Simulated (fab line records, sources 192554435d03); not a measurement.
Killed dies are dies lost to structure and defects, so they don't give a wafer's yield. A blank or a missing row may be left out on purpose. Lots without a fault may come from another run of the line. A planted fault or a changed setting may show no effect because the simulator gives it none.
Chamber matching | flow n5_finfet | N5_BEOL_M15_DEP_53 on pecvd-04: 3 sister chambers
The step deposits SiCN from 3MS/NH3, target thk 50 nm, time 17.8 s. 18 wafers are shown with their chamber, then 9 later ones without.

WAFERS WITH THEIR CHAMBER
wafer  | chamber | showerhead_plenum_p_Torr (Torr) | throttle_valve_pct (%)
L075.3 | 0       | 4.190                           | 18.2
L075.4 | 2       | 4.178                           | 17.5
L075.6 | 1       | 4.126                           | 17.4
L076.1 | 0       | 4.189                           | 18.5
L076.2 | 1       | 4.116                           | 17.4
L076.5 | 2       | 4.181                           | 17.6
L079.1 | 2       | 4.171                           | 17.6
L079.3 | 0       | 4.182                           | 18.5
L079.5 | 2       | 4.174                           | 17.9
L081.1 | 1       | 4.129                           | 17.1
L081.3 | 2       | 4.172                           | 17.7
L081.6 | 1       | 4.122                           | 17.3
L083.3 | 2       | 4.174                           | 17.7
L083.5 | 0       | 4.183                           | 18.4
L083.6 | 1       | 4.123                           | 17.2
L089.1 | 2       | 4.169                           | 17.9
L089.3 | 1       | 4.123                           | 17.3
L089.5 | 0       | 4.189                           | 18.5

SIGNATURES (means of the wafers above)
reading                  | chamber 0 | chamber 1 | chamber 2 | scatter within a chamber
showerhead_plenum_p_Torr | 4.18660   | 4.12317   | 4.17414   | 0.00412
throttle_valve_pct       | 18.420    | 17.283    | 17.700    | 0.136
Rule: a wafer's distance from a chamber is the root of the sum, over the readings, of the square of ((its reading less the chamber's mean) divided by the reading's scatter). The wafer belongs to the nearest chamber; if the next one is less than 2 further off, it can't be placed. The scatter: the root of (the sum of the squares of (reading less its chamber's mean) over the shown wafers, divided by (wafers less chambers)).

WAFERS WITHOUT THEIR CHAMBER
wafer  | showerhead_plenum_p_Torr (Torr) | throttle_valve_pct (%)
L088.1 | 4.165                           | 17.9
L088.2 | 4.185                           | 18.3
L088.3 | 4.114                           | 17.3
L092.2 | 4.126                           | 17.2
L092.4 | 4.180                           | 18.0
L092.6 | 4.200                           | 18.3
L093.2 | 4.130                           | 17.0
L093.3 | 4.177                           | 18.2
L093.6 | 4.126                           | 17.3

WHICH CHAMBER EACH WENT THROUGH
wafer  | from the rows above     | in truth
L088.1 | 2                       | 2
L088.2 | 0                       | 0
L088.3 | 1                       | 1
L092.2 | 1                       | 1
L092.4 | can't be placed: 2 or 0 | 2
L092.6 | 0                       | 0
L093.2 | 1                       | 1
L093.3 | can't be placed: 0 or 2 | 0
L093.6 | 1                       | 1
Placed correctly: 7 of 9. Can't be placed from these rows: 2 (the true chamber is among the candidates in 2). Placed wrongly: 0.
